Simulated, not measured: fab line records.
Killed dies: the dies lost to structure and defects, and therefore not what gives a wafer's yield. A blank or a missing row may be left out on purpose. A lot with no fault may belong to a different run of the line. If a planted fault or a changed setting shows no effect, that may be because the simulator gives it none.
Lot-split experiment	flow n5-finfet	39 wafers read across 7 lots, on a route 1938 steps long

== ON THE SPLIT ==
At N5_BEOL_M6_DEP_56 (deposits SiCN from 3MS/NH3, target thk 10 nm, time 17.5 s), the setting time-s was moved away from the recipe's 17.5 s on 12 of the 39 wafers read, by -41.5% to +18.5%. This setting was run at the recipe's value on the other wafers.

The split's own step is where the reading is taken.

== THE READING ==
SiCN_of_BEOL_M6_DEP_56.thk-nm (the simulator's own value, which no gauge read), in nm, at N5_BEOL_M6_DEP_56 (deposits SiCN from 3MS/NH3, target thk 10 nm, time 17.5 s). No usual value for it is given in the file. The 27 wafers here that ran the recipe average 10.0 nm, standard deviation 0.17 nm.

wafer	tool, chamber at the split	time-s as run, s	against the recipe	SiCN_of_BEOL_M6_DEP_56.thk-nm, nm	against lot-mates on the recipe
L075.1	pecvd-04, 1,2	20.74	+18.5%	11.8	+1.7
L075.6	pecvd-04, 1,2	20.74	+18.5%	11.8	+1.7
L075.2	pecvd-04, 2,1	17.5	recipe	10	-
L075.4	pecvd-04, 2,1	17.5	recipe	10	-
L075.3	pecvd-04, 0	17.5	recipe	10.2	-
L075.5	pecvd-04, 0	20.74	+18.5%	12	+1.9
L076.2	pecvd-03, 2	17.5	recipe	9.8	-
L076.4	pecvd-03, 0,2	17.5	recipe	10	-
L076.5	pecvd-03, 0,2	17.5	recipe	10	-
L085.1	pecvd-03, 2,1,1	17.5	recipe	10.2	-
L085.3	pecvd-03, 2,1,1	17.5	recipe	10.2	-
L085.6	pecvd-03, 2,1,1	17.5	recipe	10.2	-
L085.2	pecvd-03, 1	17.5	recipe	10	-
L085.4	pecvd-03, 2	17.5	recipe	10.4	-
L085.5	pecvd-03, 2	17.5	recipe	10.4	-
L086.1	pecvd-03, 0	17.5	recipe	9.8	-
L086.2	pecvd-03, 2,1,0	17.5	recipe	10	-
L086.3	pecvd-03, 2,1,0	17.5	recipe	10	-
L086.6	pecvd-03, 2,1,0	17.5	recipe	10	-
L086.4	pecvd-03, 2,1	17.5	recipe	10.2	-
L086.5	pecvd-03, 2,1	17.5	recipe	10.2	-
L087.1	pecvd-01, 0	17.5	recipe	9.8	-
L087.2	pecvd-01, 1,2,1	10.24	-41.5%	6	-4.0
L087.3	pecvd-01, 1,2,1	10.24	-41.5%	6	-4.0
L087.6	pecvd-01, 1,2,1	10.24	-41.5%	6	-4.0
L087.4	pecvd-01, 0	17.5	recipe	10	-
L087.5	pecvd-01, 2	17.5	recipe	10.2	-
L091.1	pecvd-01, 1	17.5	recipe	10	-
L091.2	pecvd-01, 0	13.76	-21.4%	7.6	-2.4
L091.4	pecvd-01, 0	13.76	-21.4%	7.6	-2.4
L091.3	pecvd-01, 2	17.5	recipe	9.8	-
L091.5	pecvd-01, 1	17.5	recipe	10.2	-
L091.6	pecvd-01, 2	13.76	-21.4%	8	-2.0
L095.1	pecvd-01, 1	10.66	-39.1%	6.2	-3.7
L095.4	pecvd-01, 1	10.66	-39.1%	6.2	-3.7
L095.2	pecvd-01, 0,2	17.5	recipe	9.8	-
L095.3	pecvd-01, 0,2	17.5	recipe	9.8	-
L095.5	pecvd-01, 2	17.5	recipe	10	-
L095.6	pecvd-01, 0	10.66	-39.1%	6	-3.9
If several chambers appear in one row, that row covers several wafers at once and the file leaves open which wafer was in which chamber.

THE FIT
A straight line over all 39 wafers: SiCN_of_BEOL_M6_DEP_56.thk-nm changes by +0.0995 nm for each +1% of time-s; r = +0.99; the points scatter about the line by 0.17 nm.
The same after taking each lot's own level away (the mean of its wafers on the recipe; 39 wafers): +0.0971 nm for each +1%; r = +1.00; scatter 0.14 nm.
On that fit, the largest move of time-s shifts the reading by 4 nm.
From 9.87 to 10.23 nm: that is the span of the lots' own levels, equal to 2.1 times the standard deviation above.
The two slopes are in agreement: the lot-to-lot level therefore moves the slope only a little.
Check: for one of the wafers moved furthest among these (-41.5%), held out of the fit, the line's prediction against its lot-mates is -4.04 nm. Against them it came out at -4 nm.

== OTHER SPLITS ON THESE WAFERS ==
Before the reading, these wafers also passed through other splits. Each is held against what the fit with the lots' levels taken away leaves over:
other split on the same wafers	wafers away from the commonest value	r with SiCN_of_BEOL_M6_DEP_56.thk-nm (lot level and that fit taken away)
N5_FIN_SAQP_HM_DEP_03 time-s	15	-0.09
N5_DUMMY_GATE_ETCH_32 time-s	9	+0.02
N5_HKMG_FIN_ALD_71 ald-cycles	18	+0.13
N5_GATE_CUT_DESCUM_18 time-s	15	+0.29
N5_BEOL_M0_SAQP_ILD_DEP_01 target-thk-a	18	-0.08
N5_BEOL_M1_DEP_57 target-thk-a	15	-0.18
N5_BEOL_M3_ETCH_41 target-depth-a	6	-0.26
N5_BEOL_M5_DEP_56 target-thk-a	9	+0.03

== THE FILE'S OWN FIT ==
SiCN_of_BEOL_M6_DEP_56.thk-nm changes by +0.0972 nm for each +1% of time-s, r = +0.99.
